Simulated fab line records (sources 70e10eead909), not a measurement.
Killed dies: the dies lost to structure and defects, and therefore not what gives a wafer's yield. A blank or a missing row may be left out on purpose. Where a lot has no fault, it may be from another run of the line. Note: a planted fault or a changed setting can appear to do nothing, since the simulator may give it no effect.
Chamber matching || flow nand_harc || NHARC_P_CONTACT_CMP_01 on cmp-03: 4 sister chambers
The step polishes SiO2, target thk 200 nm. 8 wafers are shown with their chamber, then 8 later ones without.

WAFERS WITH THEIR CHAMBER
{"wafer": "L075.2", "chamber": 1, "motor_current_A (A)": 12.4}
{"wafer": "L080.3", "chamber": 3, "motor_current_A (A)": 12.1}
{"wafer": "L080.5", "chamber": 3, "motor_current_A (A)": 12.3}
{"wafer": "L080.2", "chamber": 1, "motor_current_A (A)": 12.2}
{"wafer": "L083.3", "chamber": 2, "motor_current_A (A)": 12.9}
{"wafer": "L083.4", "chamber": 0, "motor_current_A (A)": 10.5}
{"wafer": "L083.6", "chamber": 0, "motor_current_A (A)": 10.8}
{"wafer": "L086.2", "chamber": 2, "motor_current_A (A)": 12.7}

WAFERS WITH NO CHAMBER GIVEN
{"wafer": "L086.4", "motor_current_A (A)": 10.8}
{"wafer": "L086.5", "motor_current_A (A)": 12.6}
{"wafer": "L089.1", "motor_current_A (A)": 10.5}
{"wafer": "L089.4", "motor_current_A (A)": 12.4}
{"wafer": "L089.5", "motor_current_A (A)": 12.5}
{"wafer": "L091.1", "motor_current_A (A)": 12.9}
{"wafer": "L091.3", "motor_current_A (A)": 10.4}
{"wafer": "L091.5", "motor_current_A (A)": 12.3}

EACH ONE'S CHAMBER
{"wafer": "L086.4", "from the rows above": 0, "in truth": 0}
{"wafer": "L086.5", "from the rows above": "can't be placed: 2 or 1 or 3", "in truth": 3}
{"wafer": "L089.1", "from the rows above": 0, "in truth": 0}
{"wafer": "L089.4", "from the rows above": "can't be placed: 1 or 3 or 2", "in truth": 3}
{"wafer": "L089.5", "from the rows above": "can't be placed: 1 or 2 or 3", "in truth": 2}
{"wafer": "L091.1", "from the rows above": 2, "in truth": 2}
{"wafer": "L091.3", "from the rows above": 0, "in truth": 0}
{"wafer": "L091.5", "from the rows above": "can't be placed: 1 or 3", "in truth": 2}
Correct placement for 4 of the 8. From these rows, 4 cannot be placed; in 3 the true chamber is one of the candidates. Wrongly placed: 0.
How it was worked out, from the rows above alone: a wafer's distance from a chamber is the root of the sum, over the readings, of the square of ((its reading less the chamber's mean) divided by the reading's scatter). The wafer belongs to the nearest chamber; if the next one is less than 2 further off, it can't be placed. A chamber's mean is the mean of its shown wafers. The scatter: take each reading less its chamber's mean, square it, sum over the shown wafers, divide by the number of wafers less the number of chambers, and take the root.
